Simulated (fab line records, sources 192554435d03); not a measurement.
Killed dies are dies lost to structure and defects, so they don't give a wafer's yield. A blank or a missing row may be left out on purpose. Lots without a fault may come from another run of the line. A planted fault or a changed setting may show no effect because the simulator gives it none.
Which tool did it? | flow n5_finfet | 8 lots, 24 wafers sampled, at 5 steps of a route of 1938

WHAT THE GAUGES READ, wafer by wafer
N5_BEOL_M4_RC_MEAS_101.
lot  | measured     | on        | DIBL_P (mV/V)
L978 | day 8 15:25  | prober-01 | 36.2 34.3 36.9
L984 | day 9 17:13  | prober-01 | 35.7 39.2 39.0
L985 | day 9 22:04  | prober-02 | 36.0 39.9 36.2
L987 | day 10 06:25 | prober-01 | 37.8 37.2 35.5
L988 | day 10 22:46 | prober-02 | 35.6 39.2 37.5
L991 | day 11 19:51 | prober-02 | 34.6 38.2 35.8
L990 | day 11 16:23 | prober-02 | 34.5 37.3 38.5
L100 | day 13 23:44 | prober-02 | 33.0 34.1 30.8

WHICH TOOL RAN EACH LOT (tool, then ch and the chambers of the sampled wafers, then the start)
lot  | N5_HKMG_FIN_ETCH_67               | N5_HKMG_FIN_STRIP_90              | N5_GATE_CUT_ETCH_56               | N5_GATE_CUT_ETCH_58
L978 | rie_diel-02 ch 0,3, day 4 17:17   | rie_diel-02 ch 0,3, day 4 17:20   | rie_metal-03 ch 0,1, day 4 19:27  | rie_diel-01 ch 0,2,3, day 4 19:37
L984 | rie_diel-05 ch 0,1,3, day 6 02:53 | rie_diel-05 ch 0,1,3, day 6 02:56 | rie_metal-03 ch 0,1, day 6 05:01  | rie_diel-03 ch 0,1, day 6 05:15
L985 | rie_diel-05 ch 0,1,3, day 6 10:43 | rie_diel-05 ch 0,1,3, day 6 10:47 | rie_metal-03 ch 0,1, day 6 13:08  | rie_diel-03 ch 1,2,3, day 6 13:16
L987 | rie_diel-02 ch 0,1, day 6 22:32   | rie_diel-02 ch 0,1, day 6 22:35   | rie_metal-01 ch 0,1, day 7 00:46  | rie_diel-01 ch 0,1, day 7 00:54
L988 | rie_diel-04 ch 0,3, day 7 04:40   | rie_diel-04 ch 0,3, day 7 04:44   | rie_metal-03 ch 0,1, day 7 07:20  | rie_diel-01 ch 0,3, day 7 07:30
L991 | rie_diel-05 ch 2,3, day 7 15:38   | rie_diel-05 ch 2,3, day 7 15:42   | rie_metal-02 ch 0,1, day 7 17:47  | rie_diel-01 ch 0,1, day 7 17:57
L990 | rie_diel-02 ch 0,2,3, day 7 18:25 | rie_diel-02 ch 0,2,3, day 7 18:29 | rie_metal-02 ch 0,1, day 7 20:46  | rie_diel-06 ch 0,1,3, day 7 20:56
L100 | rie_diel-02 ch 2,3, day 10 01:34  | rie_diel-02 ch 2,3, day 10 01:37  | rie_metal-01 ch 0,1, day 10 03:42 | rie_diel-01 ch 1,2, day 10 03:52
- N5_HKMG_FIN_ETCH_67: etches SOC in N2/H2, stops on TiN, target depth 388.9 nm.
- N5_HKMG_FIN_STRIP_90: strips SOC in N2/H2, time 20 s.
- N5_GATE_CUT_ETCH_56: etches TiN in Cl2/Ar, target depth 21.6 nm.
- N5_GATE_CUT_ETCH_58: etches SiNx in CH3F/O2, target depth 17 nm, time 128.6 s.

THE ANSWER, worked out from the rows above alone
Rule: what is usual is taken from the lots themselves. Put in order of their means at a reading, lots are off if they are a third of the lots or fewer, leave a main group of 4 or more, and stand apart from it by a gap of 3 or more times the standard deviation of the main group's means; of several such gaps the widest counts. A main group whose means are all the same, to the digits that the tables above print for the reading, isn't used. A lot without any number at a reading at which 4 lots or more have one is off too. The other lots that the step has rows for count as sound.
Off: L100, at N5_BEOL_M4_RC_MEAS_101 (DIBL_P). The main group: mean 36.9 mV/V, standard deviation 0.69.
A tool fits if, at a process step before that reading, it ran every lot that is off, and no sound lot after the first of them. The gauges at N5_BEOL_M4_RC_MEAS_101 are tried like those tools. Can't be told from this: 4 tools fit, rie_diel-02 at N5_HKMG_FIN_ETCH_67 and N5_HKMG_FIN_STRIP_90, rie_metal-01 at N5_GATE_CUT_ETCH_56, rie_diel-01 at N5_GATE_CUT_ETCH_58, prober-02 at N5_BEOL_M4_RC_MEAS_101.

WHAT THE SIMULATOR HAD PUT IN
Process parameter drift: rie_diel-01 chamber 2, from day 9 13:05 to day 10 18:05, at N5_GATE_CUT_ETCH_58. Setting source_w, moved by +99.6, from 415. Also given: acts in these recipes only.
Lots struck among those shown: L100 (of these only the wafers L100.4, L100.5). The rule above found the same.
